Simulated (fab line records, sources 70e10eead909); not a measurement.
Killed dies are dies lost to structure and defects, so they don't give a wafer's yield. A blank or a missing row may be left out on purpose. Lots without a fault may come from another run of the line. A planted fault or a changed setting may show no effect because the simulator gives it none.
Which tool did it? | flow nand_harc | 15 lots, 45 wafers sampled, at 4 steps of a route of 1302

WHAT THE GAUGES READ, wafer by wafer
The record holds no reading of a measuring or inspecting step that can be judged against a usual standard deviation.

WHICH TOOL RAN EACH LOT (tool, then ch and the chambers of the sampled wafers, then the start)
lot  | NHARC_P_GATE_STRIP_112               | NHARC_P_CONTACT_CMP_01        | NHARC_P_CONTACT_EXPOSE_09          | NHARC_P_CONTACT_PVD_32
L818 | plasma_asher-02 ch 0,1, day 5 16:29  | cmp-04 ch 1,2,3, day 5 21:27  | arfi_scanner-02 ch 0, day 5 22:08  | pvd_sputter-03, no start
L820 | plasma_asher-01 ch 0,1, day 6 11:55  | cmp-01 ch 0,1,3, day 6 16:52  | arfi_scanner-03 ch 0, day 6 17:27  | pvd_sputter-03, no start
L819 | plasma_asher-02 ch 0,1, day 6 12:24  | cmp-01 ch 0,1,3, day 6 17:26  | arfi_scanner-02 ch 0, day 6 18:03  | pvd_sputter-03, no start
L822 | plasma_asher-02 ch 0,1, day 7 05:47  | cmp-01 ch 0,2,3, day 7 10:51  | arfi_scanner-02 ch 0, day 7 11:29  | pvd_sputter-01, no start
L824 | plasma_asher-01 ch 0, day 8 07:27    | cmp-04 ch 0,1, day 8 12:31    | arfi_scanner-03 ch 0, day 8 13:11  | pvd_sputter-01, no start
L825 | plasma_asher-01 ch 0,1, day 8 13:26  | cmp-02 ch 1,2, day 8 18:17    | arfi_scanner-03 ch 0, day 8 18:51  | pvd_sputter-01, no start
L827 | plasma_asher-01 ch 0,1, day 9 12:30  | cmp-04 ch 0,1, day 9 17:38    | arfi_scanner-03 ch 0, day 9 18:20  | pvd_sputter-02, no start
L829 | plasma_asher-01 ch 0,1, day 10 04:46 | cmp-01 ch 0,1,3, day 10 09:43 | arfi_scanner-02 ch 0, day 10 10:25 | pvd_sputter-02, no start
L830 | plasma_asher-01 ch 0,1, day 10 19:24 | cmp-04 ch 0,2,3, day 11 00:26 | arfi_scanner-03, day 11 01:09      | pvd_sputter-01, no start
L831 | plasma_asher-02 ch 0,1, day 11 01:38 | cmp-04 ch 0,1,2, day 11 06:53 | arfi_scanner-02, day 11 07:35      | pvd_sputter-02, no start
L832 | plasma_asher-02 ch 0,1, day 11 19:53 | cmp-02 ch 0,1,2, day 12 00:54 | arfi_scanner-02, day 12 01:25      | pvd_sputter-02, no start
L837 | plasma_asher-01 ch 0,1, day 13 10:53 | cmp-04 ch 0,2,3, day 13 15:54 | arfi_scanner-03 ch 0, day 13 16:35 | pvd_sputter-03, no start
L839 | plasma_asher-02 ch 0,1, day 14 18:20 | cmp-02 ch 0,1,3, day 14 23:34 | arfi_scanner-02 ch 0, day 15 00:14 | pvd_sputter-02, no start
L840 | plasma_asher-02 ch 0,1, day 14 23:21 | cmp-02 ch 2,3, day 15 04:23   | arfi_scanner-03 ch 0, day 15 05:05 | pvd_sputter-02, no start
L841 | plasma_asher-01 ch 0,1, day 15 05:32 | cmp-01 ch 0,1,3, day 15 10:43 | arfi_scanner-03 ch 0, day 15 11:16 | pvd_sputter-01, no start
- NHARC_P_GATE_STRIP_112: strips in N2/H2, time 200 s.
- NHARC_P_CONTACT_CMP_01: polishes SiO2, target thk 200 nm.
- NHARC_P_CONTACT_EXPOSE_09: exposes mask P CA, target cd 90 nm.
- NHARC_P_CONTACT_PVD_32: deposits Ti, target thk 5 nm, time 17.7 s.

WHAT THE TOOLS THEMSELVES READ (means of the sampled wafers that have a number; where no wafer has one, the mark that the record gives instead)
NHARC_P_GATE_STRIP_112. Usual: drypump_motor_current_A 6.07 A, standard deviation 0.2; heater_power_w 80 W, standard deviation 6.
lot  | tool            | drypump_motor_current_A (A) | heater_power_w (W) | flag
L818 | plasma_asher-02 | 6.14                        | 77                 |
L820 | plasma_asher-01 | 6.08                        | 84                 |
L819 | plasma_asher-02 | 6.15                        | 78                 |
L822 | plasma_asher-02 | 6.14                        | 78                 |
L824 | plasma_asher-01 | 6.05                        | 89                 |
L825 | plasma_asher-01 | 6.09                        | 85                 |
L827 | plasma_asher-01 | 6.13                        | 81                 |
L829 | plasma_asher-01 | 6.10                        | 80                 |
L830 | plasma_asher-01 | 6.08                        | 86                 |
L831 | plasma_asher-02 | 6.14                        | 77                 |
L832 | plasma_asher-02 | 6.14                        | 76                 |
L837 | plasma_asher-01 | 6.12                        | 80                 |
L839 | plasma_asher-02 | 5.95                        | 75                 |
L840 | plasma_asher-02 | 5.94                        | 77                 |
L841 | plasma_asher-01 | 6.07                        | 85                 |

NHARC_P_CONTACT_CMP_01. Usual: motor_current_A 12.3 A, standard deviation 0.72; pad_life_wafers 170, standard deviation 120.
lot  | tool   | motor_current_A (A) | pad_life_wafers | flag
L818 | cmp-04 | 12.5                | 283             |
L820 | cmp-01 | 12.2                | 146             |
L819 | cmp-01 | 12.4                | 159             |
L822 | cmp-01 | 12.3                | 242             |
L824 | cmp-04 | 12.7                | 212             |
L825 | cmp-02 | 12.6                | 210             |
L827 | cmp-04 | 12.4                | 306             |
L829 | cmp-01 | 12.3                | 85              |
L830 | cmp-04 | 12.4                | 7               |
L831 | cmp-04 | 12.2                | 43              |
L832 | cmp-02 | 12.3                | 134             |
L837 | cmp-04 | 12.8                | 283             |
L839 | cmp-02 | 11.7                | 3               |
L840 | cmp-02 | 11.4                | 24              |
L841 | cmp-01 | 12.2                | 206             |

NHARC_P_CONTACT_EXPOSE_09. Usual: exposure_dose_mJ_cm2 81.8, standard deviation 0.81; focus_offset_nm 0.0 nm, standard deviation 0.54.
lot  | tool            | exposure_dose_mJ_cm2 | focus_offset_nm (nm) | flag
L818 | arfi_scanner-02 | 82.8                 | 0.5                  |
L820 | arfi_scanner-03 | 81.0                 | 0.0                  |
L819 | arfi_scanner-02 | 82.8                 | -0.3                 |
L822 | arfi_scanner-02 | 82.8                 | 0.0                  |
L824 | arfi_scanner-03 | 81.1                 | 0.7                  |
L825 | arfi_scanner-03 | 81.1                 | 0.2                  |
L827 | arfi_scanner-03 | 81.2                 | 0.2                  |
L829 | arfi_scanner-02 | 82.8                 | -0.4                 |
L830 | arfi_scanner-03 | -                    | -                    | OFF
L831 | arfi_scanner-02 | -                    | -                    | OFF
L832 | arfi_scanner-02 | -                    | -                    | OFF
L837 | arfi_scanner-03 | 81.0                 | 0.5                  |
L839 | arfi_scanner-02 | 82.8                 | -0.3                 |
L840 | arfi_scanner-03 | 81.1                 | -1.0                 |
L841 | arfi_scanner-03 | 81.0                 | 0.7                  |

NHARC_P_CONTACT_PVD_32. Usual: substrate_temp_c 199.99 C, standard deviation 0.15; throttle_valve_pct 29.8 %, standard deviation 0.9.
lot  | tool           | substrate_temp_c (C) | throttle_valve_pct (%) | flag
L818 | pvd_sputter-03 | 200.03               | 30.8                   |
L820 | pvd_sputter-03 | 200.02               | 30.0                   |
L819 | pvd_sputter-03 | 200.00               | 29.9                   |
L822 | pvd_sputter-01 | 199.91               | 30.0                   |
L824 | pvd_sputter-01 | 200.14               | 29.3                   |
L825 | pvd_sputter-01 | 200.00               | 30.6                   |
L827 | pvd_sputter-02 | 199.91               | 30.6                   |
L829 | pvd_sputter-02 | 199.89               | 30.5                   |
L830 | pvd_sputter-01 | 199.83               | 29.4                   |
L831 | pvd_sputter-02 | 199.98               | 29.5                   |
L832 | pvd_sputter-02 | 199.86               | 30.4                   |
L837 | pvd_sputter-03 | 199.96               | 29.8                   |
L839 | pvd_sputter-02 | 200.05               | 29.8                   |
L840 | pvd_sputter-02 | 200.03               | 29.8                   |
L841 | pvd_sputter-01 | 200.02               | 29.5                   |

THE ANSWER, worked out from the rows above alone
Rule: a lot is off if the mean of its wafers that have a number lies more than 3 standard deviations from the usual mean. A lot without any number at a reading at which 4 lots or more have one is off too. The other lots that the step has rows for count as sound. The gauges are gone through in route order, then the tools' own readings, and for those a lot's mean is taken as printed above. The first step at which some lot is off is used, and at that step the reading that is off furthest; a lot without a number counts as furthest.
Off: L830, L831, L832, at NHARC_P_CONTACT_EXPOSE_09 (exposure_dose_mJ_cm2). Without a number there: L830, L831, L832.
A tool fits if, at that step or a process step before it, it ran every lot that is off, and no sound lot after the first of them. None of those tried fits.

WHAT THE SIMULATOR HAD PUT IN
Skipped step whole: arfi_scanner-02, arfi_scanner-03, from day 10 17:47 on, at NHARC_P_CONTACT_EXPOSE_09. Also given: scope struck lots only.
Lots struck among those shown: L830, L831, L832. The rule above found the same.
